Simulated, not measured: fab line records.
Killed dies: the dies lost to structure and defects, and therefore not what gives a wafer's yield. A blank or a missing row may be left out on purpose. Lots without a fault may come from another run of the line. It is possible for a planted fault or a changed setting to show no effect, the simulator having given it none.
What tool caused it?    flow n5Finfet    Sampling: 11 lots, 33 wafers, 3 of 1938 route steps

WHAT THE GAUGES READ, wafer by wafer
N5_BEOL_M13_RS_MEAS_54: uses a four-point probe to measure.
lot   measured      on            M13_RS (ohm/sq)
L701  day 13 12:01  filmMetro-02  0.0452 0.0443 0.0445
L706  day 15 06:07  filmMetro-02  0.0451 0.0434 0.0455
L707  day 15 10:41  filmMetro-01  0.0450 0.0446 0.0449
L705  day 16 00:14  filmMetro-01  0.0447 0.0455 0.0451
L708  day 16 00:32  filmMetro-01  0.0453 0.0448 0.0451
L711  day 17 09:54  filmMetro-02  0.0447 0.0448 0.0445
L712  day 17 10:30  filmMetro-02  0.0438 0.0458 0.0457
L717  day 18 10:11  filmMetro-02  0.0452 0.0457 0.0454
L720  day 18 16:32  filmMetro-01  0.0451 0.0448 0.0458
L718  day 18 21:35  filmMetro-02  0.0452 0.0445 0.0435
L723  day 19 05:31  filmMetro-01  0.0455 0.0436 0.0448

WHAT TOOL EACH LOT RAN ON (gives the tool, then ch and the chambers of the sampled wafers, and finally the start)
lot   N5_BEOL_M13_DEGAS_41         N5_BEOL_M13_DEP_53
L701  pvdSputter-01, day 13 10:47  pecvd-03 ch 1,2, day 13 11:57
L706  pvdSputter-01, day 15 04:53  pecvd-03 ch 1,2, day 15 06:03
L707  pvdSputter-02, day 15 09:26  pecvd-04 ch 0,1,2, day 15 10:37
L705  pvdSputter-03, day 15 22:47  pecvd-03 ch 0,1,2, day 16 00:11
L708  pvdSputter-02, day 15 22:50  pecvd-03 ch 0,2, day 16 00:28
L711  pvdSputter-02, day 17 08:17  pecvd-04 ch 0,1, day 17 09:50
L712  pvdSputter-03, day 17 08:48  pecvd-02 ch 0,2, day 17 10:25
L717  pvdSputter-03, day 18 08:55  pecvd-03 ch 1,2, day 18 10:06
L720  pvdSputter-02, day 18 15:17  pecvd-04 ch 1,2, day 18 16:28
L718  pvdSputter-02, day 18 20:21  pecvd-03 ch 0,2, day 18 21:32
L723  pvdSputter-02, day 19 04:16  pecvd-04 ch 0,1,2, day 19 05:27
- N5_BEOL_M13_DEGAS_41: time 60 s.
- N5_BEOL_M13_DEP_53: deposits SiCN from 3MS/NH3, target thk 50 nm, time 17.8 s.

THE ANSWER, worked out from the rows above alone
Rule: what is usual is taken from the lots themselves. Put in order of their means at a reading, lots are off if they are a third of the lots or fewer, leave a main group of 4 or more, and stand apart from it by a gap of 3 or more times the standard deviation of the main group's means; of several such gaps the widest counts. Not used: any main group whose means are identical at the precision the tables above print for the reading. Also off: a lot with no number at a reading for which 4 or more lots have one. All remaining lots with rows at the step are treated as sound.
Nothing can be told from this: no lot is off at any reading shown.

WHAT THE SIMULATOR HAD INSERTED
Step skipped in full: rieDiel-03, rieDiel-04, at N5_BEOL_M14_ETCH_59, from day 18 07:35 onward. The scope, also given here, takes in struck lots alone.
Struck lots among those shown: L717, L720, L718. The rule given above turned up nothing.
